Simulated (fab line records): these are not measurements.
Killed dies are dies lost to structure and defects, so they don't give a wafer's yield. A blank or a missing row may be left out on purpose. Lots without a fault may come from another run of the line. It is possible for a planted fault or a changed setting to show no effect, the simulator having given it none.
Matching of chambers    flow nand-harc    4 sister chambers for NHARC_P_BONDPAD_STRIP_15 on rie-diel-02
The step strips in O2. 14 wafers are shown with their chamber, then 7 later ones without.

WAFERS WITH THEIR CHAMBER
wafer   chamber  showerhead-plenum-p-Torr (Torr)  oes-product-au (a.u.)  drypump-motor-current-A (A)
L074.2  0        3.71                             1.005                  6.0
L074.5  1        3.56                             0.998                  6.1
L074.6  2        3.69                             0.999                  6.1
L076.1  1        3.56                             1.003                  6.1
L076.2  0        3.71                             0.995                  6.1
L076.6  0        3.71                             0.996                  6.1
L078.2  1        3.56                             1.009                  6.1
L078.3  0        3.71                             1.000                  6.1
L078.6  0        3.71                             1.003                  6.1
L086.1  0        3.70                             1.001                  6.0
L086.3  3        3.58                             1.010                  6.1
L086.5  3        3.58                             1.020                  6.2
L089.1  2        3.68                             1.006                  6.1
L089.4  0        3.70                             1.000                  6.0

SIGNATURES, as means of the wafers listed above
reading                   chamber 0  chamber 1  chamber 2  chamber 3  scatter within a chamber
showerhead-plenum-p-Torr  3.7071     3.5600     3.6850     3.5800     0.00439
oes-product-au            1.00000    1.00333    1.00250    1.01500    0.0046
drypump-motor-current-A   6.057      6.100      6.100      6.150      0.0471
Rule: distance of a wafer from a chamber = root of the sum over the readings of ((wafer's reading minus chamber's mean) / reading's scatter) squared. The wafer belongs to the nearest chamber; if the next one is less than 2 further off, it can't be placed. The scatter is the square root of a quotient: the sum, over the shown wafers, of each reading's squared deviation from its chamber's mean, divided by wafers minus chambers.

WAFERS WITHOUT THEIR CHAMBER
wafer   showerhead-plenum-p-Torr (Torr)  oes-product-au (a.u.)  drypump-motor-current-A (A)
L089.5  3.70                             0.997                  6.1
L091.1  3.70                             1.006                  6.0
L091.2  3.55                             1.000                  6.1
L091.3  3.57                             1.009                  6.1
L091.4  3.68                             1.004                  6.1
L091.5  3.68                             1.003                  6.1
L091.6  3.57                             1.004                  6.1

WHICH CHAMBER EACH ONE RAN IN
wafer   from the rows above      in truth
L089.5  can't be placed: 0 or 2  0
L091.1  can't be placed: 0 or 2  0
L091.2  1                        1
L091.3  can't be placed: 1 or 3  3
L091.4  2                        2
L091.5  2                        2
L091.6  can't be placed: 1 or 3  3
Placed correctly: 3 of 7. These rows do not allow placing 4 (true chamber among the candidates in 4). Wrongly placed: 0.
